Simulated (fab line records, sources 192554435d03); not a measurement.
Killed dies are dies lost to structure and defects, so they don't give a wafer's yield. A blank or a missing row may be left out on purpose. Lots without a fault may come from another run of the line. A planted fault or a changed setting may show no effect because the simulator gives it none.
A struck lot beside a sound one | flow n5_finfet | 26 steps out of a route of 1938
Sound: wafers L151.1, L151.3, L151.6. Struck: wafers L150.1, L150.2, L150.3. The cause comes at the end.
At each step with rows: each side's tool, then ch and its chambers, then its first start. Under that, the readings that differ: sound wafers | struck wafers | difference of the means | sigmas: that difference in standard deviations of wafers without a fault.
alike: readings whose means differ by less than 2 such deviations, and words and numbers that are the same on both sides. not compared: withheld readings, readings that some wafer has no value for, bounds like >300 that may hide the same value, and numbers for which the record gives no deviation and whose values overlap.
The two part at a step that has a row with sigmas, a row that says differs or no value, or rows on one side only. Numbers that don't overlap but have no deviation are shown without sigmas and don't part them. A reading that every wafer of one side lacks parts them only if that side has two wafers or more.

first, 10 steps without rows for these wafers: N5_BEOL_M3_DESCUM_16 (chemistry O2, time 7 s); N5_BEOL_M3_ETCH_74 (etches underlayer in N2/H2, target depth 6.5 nm, time 5.2 s); N5_BEOL_M3_ETCH_63 (etches SiARC in CF4, target depth 15.6 nm, time 26 s); N5_BEOL_M3_ETCH_64 (etches SOC in N2/H2, target depth 75 nm, overetch 15 nm, time 112.5 s); N5_BEOL_M3_STRIP_65 (strips in N2/H2); N5_BEOL_M3_STRIP_75 (strips in N2/H2); N5_BEOL_M3_STRIP_66 (strips in CF4); N5_BEOL_M3_HM_OPEN_17 (chemistry Cl2/BCl3, target TiN, target depth 20 nm, overetch 6 nm); N5_BEOL_M3_STRIP_19 (strips in O2); N5_BEOL_M3_COAT_67 (time 60 s, resist thk 60 nm).
N5_BEOL_M3_COAT_68: time 60 s, resist thk 12 nm.
  sound on litho_track-05 ch 0, day 12 10:40; struck on litho_track-03 ch 0, day 12 08:08
  reading                                    | sound                | struck               | difference | sigmas
  spin_speed_rpm (rpm)                       | 1499.3 1499.7 1500.8 | 1367.5 1368.0 1366.5 | -132.6     | -99 or more
  model.SiARC_of_BEOL_M3_COAT_68.thk_nm (nm) | 12 12 12             | 12.6 12.6 12.6       | +0.6       |
then, 9 steps without rows for these wafers: N5_BEOL_M3_COAT_76 (time 60 s, resist thk 5 nm); N5_BEOL_M3_COAT_22 (resist thk 30 nm); N5_BEOL_M3_EBR_24; N5_BEOL_M3_SOFTBAKE_23 (time 60 s); N5_BEOL_M3_EXPOSE_25 (exposes mask V2, defocus 5 nm); N5_BEOL_M3_PEB_26 (peb time 60 s); N5_BEOL_M3_DEVELOP_27 (develop time 30 s); N5_BEOL_M3_DESCUM_33 (chemistry O2, time 7 s); N5_BEOL_M3_ETCH_77 (etches underlayer in N2/H2, target depth 6.5 nm, time 5.2 s).
N5_BEOL_M3_ETCH_69: etches SiARC in CF4, target depth 15.6 nm, time 26 s.
  sound on rie_diel-06 ch 1,3, day 12 11:52; struck on rie_diel-01 ch 0,2,3, day 12 08:35
  reading                  | sound             | struck            | difference | sigmas
  etch_rf_on_time_s (s)    | 25.5 25.6 25.8    | 27.8 27.4 26.2    | +1.5       | +3
  model.etch.depth_nm (nm) | 11.99 12.01 12.01 | 12.56 12.59 12.58 | +0.57      |
  alike: drypump_motor_current_A, oes_product_au, rf_fwd_power_W, rf_vpp_V, showerhead_plenum_p_Torr, throttle_valve_pct
  not compared: rf_hours_counter_h
then, 2 steps without rows for these wafers: N5_BEOL_M3_ALD_98 (deposits SiO2, target thk 2.5 nm, pulse time 1 s, co reactant pulse time 1 s); N5_BEOL_M3_ETCHBACK_99 (etches SiO2 in CHF3, target depth 5 nm, time 10.4 s).
N5_BEOL_M3_ETCH_70: etches SOC in N2/H2, target depth 80 nm, overetch 16 nm, time 120 s.
  sound on rie_diel-01 ch 0,2, day 12 13:04; struck on rie_diel-01 ch 0,2,3, day 12 09:25
  alike: drypump_motor_current_A, h2_flow_sccm, n2_flow_sccm, oes_product_au, rf_fwd_power_W, rf_vpp_V, showerhead_plenum_p_Torr, throttle_valve_pct
  not compared: rf_hours_counter_h, model.SiARC_of_BEOL_M3_COAT_68.thk_nm
then, 1 step without rows for these wafers: N5_BEOL_M3_STRIP_71 (strips in N2/H2).
N5_BEOL_M4_RC_MEAS_101:
  sound on prober-02 ch 0, day 13 05:02; struck on prober-01 ch 0, day 13 00:59
  reading       | sound          | struck         | difference | sigmas
  DIBL_P (mV/V) | 32.4 33.8 33.3 | 39.8 36.7 38.9 | +5.3       | +3
  alike: DIBL_N, IOFF_N, IOFF_P, ION_N, ION_P, SS_N, SS_P, VT_N, VT_P

WHERE THEY PART
First at N5_BEOL_M3_COAT_68; last, within this record, at N5_BEOL_M4_RC_MEAS_101.

WHY: what the simulator had put in
Process parameter drift: litho_track-03, from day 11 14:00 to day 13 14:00, at N5_BEOL_M3_COAT_68. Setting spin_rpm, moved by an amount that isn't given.
